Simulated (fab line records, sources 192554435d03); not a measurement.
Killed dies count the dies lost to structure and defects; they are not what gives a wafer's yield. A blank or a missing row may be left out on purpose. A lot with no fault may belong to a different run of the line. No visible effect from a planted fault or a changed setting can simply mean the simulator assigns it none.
One fault through the eyes of 2 desks	flow n5_finfet	only its own numbers are on each desk; what lay behind them is given at the end

== AT THE METROLOGY DESK ==
What the gauges read, lot by lot, whatever tool the lot ran on: means of the sampled wafers that have a number. If a lot's mean is further than 4 standard deviations from the usual mean, the lot is out of limits and carries the mark OUT (the distance appears in the brackets).
Columns: A = M12_RS at N5_BEOL_M12_RS_MEAS_54, usual 0.0600 ohm/sq
lot	first seen here	A
L578	day 10 15:47	0.0599
L577	day 10 21:04	0.0593
L579	day 11 16:08	0.0594
L582	day 12 01:22	0.0601
L588	day 13 20:47	0.0601
L591	day 14 16:09	0.0607
L595	day 15 06:59	0.0593
L597	day 15 15:04	0.0603
L598	day 16 12:41	0.0601
L599	day 16 13:09	0.0590
This desk's verdict: no lot among the 10 shows anything out of limits.

== TOOL OWNER'S DESK, rie_diel-02 ==
The tool's own readings at N5_BEOL_M13_ETCH_59 (etches BARC in N2/H2, target depth 89 nm, overetch 26.7 nm, time 67.9 s): means of the sampled wafers that have a number, for each lot that ran on this tool. If a lot's mean is further than 4 standard deviations from the usual mean, the lot is out of limits and carries the mark OUT (the distance appears in the brackets).
Columns: A = drypump_motor_current_A at N5_BEOL_M13_ETCH_59, usual 5.5 A; B = oes_product_au at N5_BEOL_M13_ETCH_59, usual 0.68 a.u.; C = rf_vpp_V at N5_BEOL_M13_ETCH_59, usual 524.5 V; D = run_length_s at N5_BEOL_M13_ETCH_59, usual 91.3 s; E = showerhead_plenum_p_Torr at N5_BEOL_M13_ETCH_59, usual 2.57 Torr; F = throttle_valve_pct at N5_BEOL_M13_ETCH_59, usual 17.77 %
lot	first seen here	A	B	C	D	E	F
L578	day 10 16:33	5.7	0.67	524.5	91.3	2.58	17.71
L577	day 10 21:56	5.0	0.68	522.8	91.2	2.50	17.96
L579	day 11 17:07	5.7	0.70	525.2	91.2	2.56	17.76
L582	day 12 02:17	5.5	0.73	523.8	87.9 (-7.0) OUT	2.53	17.79
L588	day 13 21:46	5.2	0.69	523.3	84.1 (-15) OUT	2.53	17.98
L598	day 16 13:43	5.1	0.77	522.9	91.3	2.49	17.73
This desk's finding: out of limits on L582, L588; first on L582, day 12 02:17 (run_length_s at N5_BEOL_M13_ETCH_59). L578, L577, L579, L598: within limits.

== TAKEN TOGETHER ==
An alarm could have come from the tool owner's desk at day 12 02:17, on L582, L588.
Metrology desk: nothing out of limits seen.
The metrology desk has L582, L588 on record, within its limits.
Of the lots named, all ran N5_BEOL_M13_ETCH_59 on rie_diel-02.

== WHAT THE SIMULATOR PUT IN ==
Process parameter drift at N5_BEOL_M13_ETCH_59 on rie_diel-02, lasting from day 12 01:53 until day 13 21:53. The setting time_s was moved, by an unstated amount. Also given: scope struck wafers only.
Lots struck among those shown: L582, L588.
How many hours passed from the start of the fault until each desk's first out-of-limits reading: the tool owner's desk, 0.
